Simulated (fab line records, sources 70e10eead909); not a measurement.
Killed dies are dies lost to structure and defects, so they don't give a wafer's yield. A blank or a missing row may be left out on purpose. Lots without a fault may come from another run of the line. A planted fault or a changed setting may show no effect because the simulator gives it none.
Chamber matching | flow nand_harc | NHARC_P_BONDPAD_ACTIVATE_29 on rie_diel-03: 4 sister chambers
The step chemistry N2, time 60 s. 14 wafers are shown with their chamber, then 7 later ones without.

WAFERS WITH THEIR CHAMBER
wafer  | chamber | oes_product_au (a.u.) | rf_vpp_V (V)
L229.2 | 0       | 0.982                 | 64.1
L229.3 | 2       | 1.009                 | 63.9
L229.4 | 1       | 0.983                 | 63.6
L231.1 | 3       | 1.028                 | 63.4
L231.3 | 1       | 0.981                 | 63.1
L231.5 | 3       | 1.018                 | 65.3
L232.1 | 3       | 1.021                 | 65.4
L232.3 | 2       | 1.022                 | 63.2
L232.4 | 0       | 0.977                 | 64.2
L234.3 | 3       | 1.010                 | 63.1
L234.4 | 0       | 0.969                 | 64.3
L234.6 | 0       | 0.983                 | 63.8
L240.4 | 2       | 1.017                 | 63.8
L240.5 | 0       | 0.969                 | 61.6

SIGNATURES (means of the wafers above)
reading        | chamber 0 | chamber 1 | chamber 2 | chamber 3 | scatter within a chamber
oes_product_au | 0.97600   | 0.98200   | 1.01600   | 1.01925   | 0.00662
rf_vpp_V       | 63.600    | 63.350    | 63.633    | 64.300    | 1
Rule: a wafer's distance from a chamber is the root of the sum, over the readings, of the square of ((its reading less the chamber's mean) divided by the reading's scatter). The wafer belongs to the nearest chamber; if the next one is less than 2 further off, it can't be placed. The scatter: the root of (the sum of the squares of (reading less its chamber's mean) over the shown wafers, divided by (wafers less chambers)).

WAFERS WITHOUT THEIR CHAMBER
wafer  | oes_product_au (a.u.) | rf_vpp_V (V)
L240.6 | 0.983                 | 63.4
L244.3 | 1.020                 | 63.5
L244.5 | 1.024                 | 63.1
L244.6 | 0.993                 | 63.0
L252.2 | 0.970                 | 65.0
L252.3 | 0.974                 | 65.2
L252.4 | 1.004                 | 64.3

WHICH CHAMBER EACH WENT THROUGH
wafer  | from the rows above          | in truth
L240.6 | can't be placed: 1 or 0      | 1
L244.3 | can't be placed: 2 or 3      | 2
L244.5 | can't be placed: 2 or 3      | 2
L244.6 | can't be placed: 1 or 0 or 2 | 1
L252.2 | can't be placed: 0 or 1      | 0
L252.3 | can't be placed: 0 or 1      | 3
L252.4 | can't be placed: 2 or 3 or 1 | 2
Placed correctly: 0 of 7. Can't be placed from these rows: 7 (the true chamber is among the candidates in 6). Placed wrongly: 0.
